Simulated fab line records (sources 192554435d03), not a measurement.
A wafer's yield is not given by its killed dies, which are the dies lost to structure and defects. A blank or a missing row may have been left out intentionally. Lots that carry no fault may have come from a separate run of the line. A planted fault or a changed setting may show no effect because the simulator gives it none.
8D (eight disciplines) problem report, filled in by code || flow n5Finfet || the parts of the form that need people (team, actions taken, sign-off) are left out

1. WHAT WENT WRONG
susceptorTempC at N5_HKMG_FIN_ALD_71 reads a mean of 403.88 C on 9 wafers of 3 lots; wafers without a fault read 400.05 C with a standard deviation of 0.23. Relative to the usual mean, that is a shift of +17 standard deviations.
The step: deposits TiN, target thk 1 nm, pulse time 1 s, purge time 3 s.
Earliest sighting: wafer L545.4 on aldMetal-03 at day 7 13:58. Wafers with a number at this step in the record: 30, from 10 lots. By rule, "out" or "out of limits" means more than 4 standard deviations away from the usual mean. The other wafers with a number count as sound.

2. WHAT IT IS, AND WHAT IT ISN'T
{"question": "which readings at this step", "is": "susceptorTempC", "is not": "heaterPowerW"}
{"question": "which lots", "is": "L545, L547, L548", "is not": "L533, L536, L540, L541, L544, L554, L555"}
{"question": "which wafers of those lots", "is": "all that have a number", "is not": "-"}
{"question": "read on which tools", "is": "aldMetal-03", "is not": "aldMetal-02, aldMetal-04"}
{"question": "when", "is": "from day 7 13:58", "is not": "up to then (15 sound wafers); but 6 sound wafers of L554, L555 came after"}

3. THE SUSPECTS, EACH WITH WHAT RULES IT OUT
Counting: a tool at a process step up to the reading stays a suspect if it ran every lot that is out and no sound lot after the first of them.
- aldMetal-03 at N5_HKMG_FIN_ALD_71 (deposits TiN, target thk 1 nm, pulse time 1 s, purge time 3 s): kept. All lots that are out passed through it, beginning with L545 at day 7 13:58, and no sound lot followed; its final sound lot before that point was L541 at day 6 11:07. Its own readings are out on those wafers: susceptorTempC.
After counting, what remains is aldMetal-03 at N5_HKMG_FIN_ALD_71.

4. THE CAUSE (what the simulator had put in)
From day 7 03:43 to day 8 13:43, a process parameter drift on aldMetal-03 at N5_HKMG_FIN_ALD_71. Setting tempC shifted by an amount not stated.
The count eliminated every tool but this one.

5. THE CHAIN OF EFFECTS, in route order
One row per reading whose mean, taken over the struck wafers that have a number, lies over 3 standard deviations from the usual. Only readings whose record carries a usual standard deviation are examined. hours: median over the lots of the time between each lot's start at the first step of this table that gives one and its start at this step. sigmas: the change, counted in usual standard deviations.
{"hours": 0, "step": "N5_HKMG_FIN_ALD_71", "reading": "susceptorTempC", "usual": "400.05 C", "on struck wafers": 403.88, "change": "+3.83", "sigmas": "+17"}
Process steps it contains:
- N5_HKMG_FIN_ALD_71: deposits TiN, target thk 1 nm, pulse time 1 s, purge time 3 s.
Later steps that measure or inspect, where all struck wafers having a row at the step show a number for every such reading and not one has moved that far: N5_BEOL_M4_RC_MEAS_101.

6. HOW IT WOULD HAVE BEEN CAUGHT EARLIER
10 hours passed between the start of the fault at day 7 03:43 and the first reading out of limits in this record, taken at day 7 13:58.
